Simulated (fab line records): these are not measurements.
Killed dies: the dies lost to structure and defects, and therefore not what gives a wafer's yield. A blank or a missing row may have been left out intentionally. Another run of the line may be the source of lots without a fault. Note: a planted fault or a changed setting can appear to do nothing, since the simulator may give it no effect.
What tool caused it? | flow nand-harc | Sampling: 12 lots, 36 wafers, 5 of 1302 route steps

== WHAT THE GAUGES READ, wafer by wafer ==
NHARC_P_M2_INSPECT_11. Usual: raw-defect-count at 4.5, with a standard deviation of 2.5.
lot  | measured     | on                | raw-defect-count | flag
L580 | day 5 15:00  | defect-inspect-02 | 8 5 1            |
L581 | day 5 18:57  | defect-inspect-01 | 4 7 5            |
L582 | day 6 04:42  | defect-inspect-02 | 4 4 10           |
L584 | day 7 02:19  | defect-inspect-02 | 2 5 5            |
L585 | day 7 08:25  | defect-inspect-02 | 1 6 5            |
L586 | day 8 01:05  | defect-inspect-02 | 2 0 2            |
L587 | day 8 13:58  | defect-inspect-01 | 7 2 3            |
L589 | day 9 11:56  | defect-inspect-01 | 6 1 4            |
L592 | day 10 11:32 | defect-inspect-02 | 4 5 5            |
L595 | day 11 11:33 | defect-inspect-01 | 4 2 4            |
L598 | day 13 00:47 | defect-inspect-02 | 6 4 2            |
L599 | day 13 15:58 | defect-inspect-01 | 4 7 8            |

NHARC_END_SORT_01. Usual: defect-limited-yield is 90.1 % with standard deviation 2.5, killed-at-array is 62 with standard deviation 18, killed-at-other is 0.9 with standard deviation 1.2, killed-at-periphery is 4.2 with standard deviation 2.9, killed-dies is 67 with standard deviation 17, killed-open is 3.6 with standard deviation 1.9, and killed-short is 2.5 with standard deviation 1.6.
lot  | measured     | on        | defect-limited-yield (%) | killed-at-array | killed-at-other | killed-at-periphery | killed-dies | killed-open | killed-short | flag
L599 | day 32 10:44 | prober-02 | 94.1 92.3 93.2           | 36 46 40        | 0 1 1           | 4 5 5               | 40 52 46    | 7 3 4       | 4 3 3        |

== EACH LOT AND THE TOOL THAT RAN IT (in order: tool; ch and the chambers of the sampled wafers; start) ==
lot  | NHARC_P_M1_DEP_33               | NHARC_P_M2_ETCH_35                 | NHARC_P_M2_STRIP_18
L580 | pecvd-02 ch 1,2, day 5 13:27    | rie-diel-04 ch 0,1,2, day 5 15:10  | rie-diel-04 ch 0,1,2, day 5 15:31
L581 | pecvd-03 ch 0,1, day 5 17:37    | rie-diel-05 ch 1,2, day 5 19:06    | rie-diel-04 ch 0,2,3, day 5 19:26
L582 | pecvd-04 ch 0,1,2, day 6 03:27  | rie-diel-04 ch 1,3, day 6 04:50    | rie-diel-05 ch 0,2,3, day 6 05:10
L584 | pecvd-02 ch 0,1, day 7 00:58    | rie-diel-04 ch 0,1,2, day 7 02:28  | rie-diel-04 ch 1,3, day 7 02:46
L585 | pecvd-03 ch 0,1,2, day 7 07:02  | rie-diel-04 ch 1,2,3, day 7 08:34  | rie-diel-05 ch 2,3, day 7 08:52
L586 | pecvd-04 ch 0,1, day 7 23:45    | rie-diel-05 ch 1,3, day 8 01:16    | rie-diel-05 ch 1,2,3, day 8 01:33
L587 | pecvd-03 ch 0,2, day 8 12:46    | rie-diel-04 ch 1,3, day 8 14:08    | rie-diel-05 ch 0,3, day 8 14:27
L589 | pecvd-04 ch 0,1,2, day 9 10:43  | rie-diel-04 ch 0,2,3, day 9 12:05  | rie-diel-04 ch 0,1, day 9 12:22
L592 | pecvd-03 ch 0,1,2, day 10 10:10 | rie-diel-04 ch 0,2, day 10 11:41   | rie-diel-05 ch 0,2,3, day 10 12:00
L595 | pecvd-02 ch 0,1, day 11 10:13   | rie-diel-05 ch 2,3, day 11 11:42   | rie-diel-03 ch 0,2,3, day 11 11:59
L598 | pecvd-02 ch 1,2, day 12 23:33   | rie-diel-04 ch 0,1,2, day 13 00:59 | rie-diel-04 ch 0,3, day 13 01:25
L599 | pecvd-03 ch 0,1, day 13 14:37   | rie-diel-05 ch 0,1,2, day 13 16:08 | rie-diel-05 ch 0,1,2, day 13 16:29
- NHARC_P_M1_DEP_33: deposits SiCN, target thk 30 nm.
- NHARC_P_M2_ETCH_35: etches the open film in N2/H2, target depth 40 nm, overetch 12 nm, time 43.94 s.
- NHARC_P_M2_STRIP_18: strips in N2/H2.

== AS READ BY THE TOOLS THEMSELVES (means over the sampled wafers that have a number; for cases with no such wafer, the mark the record gives instead) ==
NHARC_P_M1_DEP_33. Usual: heater-power-w at 577 W, with a standard deviation of 66.
lot  | tool     | heater-power-w (W) | flag
L580 | pecvd-02 | 595                |
L581 | pecvd-03 | 625                |
L582 | pecvd-04 | 544                |
L584 | pecvd-02 | 541                |
L585 | pecvd-03 | 594                |
L586 | pecvd-04 | 487                |
L587 | pecvd-03 | 562                |
L589 | pecvd-04 | 561                |
L592 | pecvd-03 | 584                |
L595 | pecvd-02 | 545                |
L598 | pecvd-02 | 619                |
L599 | pecvd-03 | 640                |

NHARC_P_M2_ETCH_35. Usual: drypump-motor-current-A 5.5 A, standard deviation 0.4; oes-product-au 1.000 a.u., standard deviation 0.011; rf-vpp-V 430.1 V, standard deviation 2.2; run-length-s 65.2 s, standard deviation 0.41; showerhead-plenum-p-Torr 2.02 Torr, standard deviation 0.072; throttle-valve-pct 14.172 %, standard deviation 0.0095.
lot  | tool        | drypump-motor-current-A (A) | oes-product-au (a.u.) | rf-vpp-V (V) | run-length-s (s) | showerhead-plenum-p-Torr (Torr) | throttle-valve-pct (%) | flag
L580 | rie-diel-04 | 5.6                         | 1.009                 | 429.5        | 65.1             | 1.99                            | 14.172                 |
L581 | rie-diel-05 | 5.8                         | 1.001                 | 433.8        | 65.0             | 2.12                            | 14.173                 |
L582 | rie-diel-04 | 5.5                         | 1.000                 | 427.9        | 65.3             | 1.97                            | 14.172                 |
L584 | rie-diel-04 | 5.6                         | 1.003                 | 429.5        | 65.4             | 1.99                            | 14.165                 |
L585 | rie-diel-04 | 5.5                         | 1.003                 | 428.6        | 65.1             | 1.96                            | 14.170                 |
L586 | rie-diel-05 | 5.8                         | 0.991                 | 432.2        | 64.9             | 2.10                            | 14.163                 |
L587 | rie-diel-04 | 5.5                         | 1.006                 | 428.6        | 65.1             | 1.97                            | 14.169                 |
L589 | rie-diel-04 | 5.2                         | 1.007                 | 429.7        | 65.4             | 1.99                            | 14.179                 |
L592 | rie-diel-04 | 5.5                         | 1.012                 | 428.7        | 65.4             | 1.98                            | 14.169                 |
L595 | rie-diel-05 | 5.7                         | 0.993                 | 432.3        | 64.9             | 2.09                            | 14.179                 |
L598 | rie-diel-04 | 5.7                         | 1.001                 | 429.5        | 57.5             | 1.99                            | 14.170                 | OFF
L599 | rie-diel-05 | 5.9                         | 0.988                 | 431.1        | 65.1             | 2.07                            | 14.171                 |

NHARC_P_M2_STRIP_18. Usual: drypump-motor-current-A 5.6 A, standard deviation 0.41; oes-product-au 1.001 a.u., standard deviation 0.01; rf-vpp-V 90.6 V, standard deviation 0.88; showerhead-plenum-p-Torr 2.04 Torr, standard deviation 0.071; throttle-valve-pct 14.171 %, standard deviation 0.0088.
lot  | tool        | drypump-motor-current-A (A) | oes-product-au (a.u.) | rf-vpp-V (V) | showerhead-plenum-p-Torr (Torr) | throttle-valve-pct (%) | flag
L580 | rie-diel-04 | 5.6                         | 1.004                 | 90.1         | 1.99                            | 14.171                 |
L581 | rie-diel-04 | 5.2                         | 1.004                 | 90.1         | 1.99                            | 14.170                 |
L582 | rie-diel-05 | 5.9                         | 0.999                 | 90.7         | 2.07                            | 14.176                 |
L584 | rie-diel-04 | 5.2                         | 1.000                 | 90.0         | 1.96                            | 14.170                 |
L585 | rie-diel-05 | 5.7                         | 0.997                 | 90.8         | 2.10                            | 14.161                 |
L586 | rie-diel-05 | 5.8                         | 0.997                 | 91.2         | 2.11                            | 14.171                 |
L587 | rie-diel-05 | 5.9                         | 0.985                 | 91.2         | 2.05                            | 14.164                 |
L589 | rie-diel-04 | 5.4                         | 1.001                 | 90.6         | 2.03                            | 14.179                 |
L592 | rie-diel-05 | 5.9                         | 0.998                 | 91.0         | 2.07                            | 14.169                 |
L595 | rie-diel-03 | 5.3                         | 1.000                 | 91.2         | 2.07                            | 14.175                 |
L598 | rie-diel-04 | 5.1                         | 1.017                 | 90.3         | 2.03                            | 14.167                 |
L599 | rie-diel-05 | 5.9                         | 0.995                 | 90.9         | 2.07                            | 14.174                 |

== THE ANSWER, worked out from the rows above alone ==
Rule: a lot is off if the mean of its wafers that have a number lies more than 3 standard deviations from the usual mean. Also off: a lot with no number at a reading for which 4 or more lots have one. Where the step has rows for the other lots, those lots are counted as sound. Order of review: gauges by route order, followed by the tools' own readings, for which a lot's mean as printed above is used. At the first step where some lot is off, the reading lying furthest off is the one used; lots without a number count as furthest.
Off, at NHARC_P_M2_ETCH_35 on run-length-s: L598.
A tool fits if, at that step or a process step before it, it ran every lot that is off, and no sound lot after the first of them. This does not decide it: 2 tools fit, namely pecvd-02 at NHARC_P_M1_DEP_33 and rie-diel-04 at NHARC_P_M2_ETCH_35.

== WHAT HAD BEEN PUT IN BY THE SIMULATOR ==
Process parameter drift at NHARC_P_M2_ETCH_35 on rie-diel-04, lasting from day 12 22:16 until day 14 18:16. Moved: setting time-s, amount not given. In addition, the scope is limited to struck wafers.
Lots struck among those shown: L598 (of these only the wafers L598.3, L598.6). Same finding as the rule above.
